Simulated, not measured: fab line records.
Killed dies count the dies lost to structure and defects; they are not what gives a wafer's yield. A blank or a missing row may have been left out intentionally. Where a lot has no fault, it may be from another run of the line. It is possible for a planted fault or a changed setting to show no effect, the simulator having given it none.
Chamber matching + flow n5_finfet + ald_metal-01 running N5_BEOL_M3_ALD_84: 4 sister chambers
The step deposits TaN, pulse time 2 s, purge time 3 s, co reactant purge time 2 s. 8 wafers are shown with their chamber, then 8 later ones without.

== WAFERS PAIRED WITH THEIR CHAMBERS ==
| wafer  | chamber | heater_power_w (W) | precursor_vessel_temp_c (C) |
|--------|---------|--------------------|-----------------------------|
| L079.3 | 2       | 426                | 75.03                       |
| L080.4 | 2       | 417                | 75.08                       |
| L085.4 | 0       | 370                | 75.25                       |
| L085.6 | 1       | 439                | 75.01                       |
| L089.1 | 0       | 363                | 75.03                       |
| L089.4 | 1       | 446                | 74.91                       |
| L089.5 | 3       | 374                | 74.98                       |
| L090.1 | 3       | 374                | 75.03                       |

== WAFERS WITHOUT THEIR CHAMBER ==
| wafer  | heater_power_w (W) | precursor_vessel_temp_c (C) |
|--------|--------------------|-----------------------------|
| L090.2 | 422                | 74.92                       |
| L090.5 | 349                | 75.04                       |
| L095.1 | 381                | 74.84                       |
| L095.3 | 368                | 74.88                       |
| L095.4 | 435                | 75.06                       |
| L096.1 | 442                | 74.93                       |
| L096.3 | 366                | 75.09                       |
| L096.5 | 390                | 75.20                       |

== EACH ONE'S CHAMBER ==
| wafer  | from the rows above     | in truth |
|--------|-------------------------|----------|
| L090.2 | 2                       | 2        |
| L090.5 | can't be placed: 0 or 3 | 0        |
| L095.1 | 3                       | 3        |
| L095.3 | can't be placed: 3 or 0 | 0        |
| L095.4 | can't be placed: 1 or 2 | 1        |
| L096.1 | 1                       | 1        |
| L096.3 | can't be placed: 0 or 3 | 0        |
| L096.5 | can't be placed: 3 or 0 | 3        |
Placed correctly: 3 of 8. Unplaceable from these rows: 5, with the true chamber sitting among the candidates in 5. Wrongly placed: 0.
How it was worked out, from the rows above alone: a wafer's distance from a chamber is the root of the sum, over the readings, of the square of ((its reading less the chamber's mean) divided by the reading's scatter). If the next closest chamber is less than 2 further off than the closest, the wafer can't be placed; otherwise it belongs to the closest. Each chamber's mean is taken over the wafers shown for it. The scatter: the root of (the sum of the squares of (reading less its chamber's mean) over the shown wafers, divided by (wafers less chambers)).
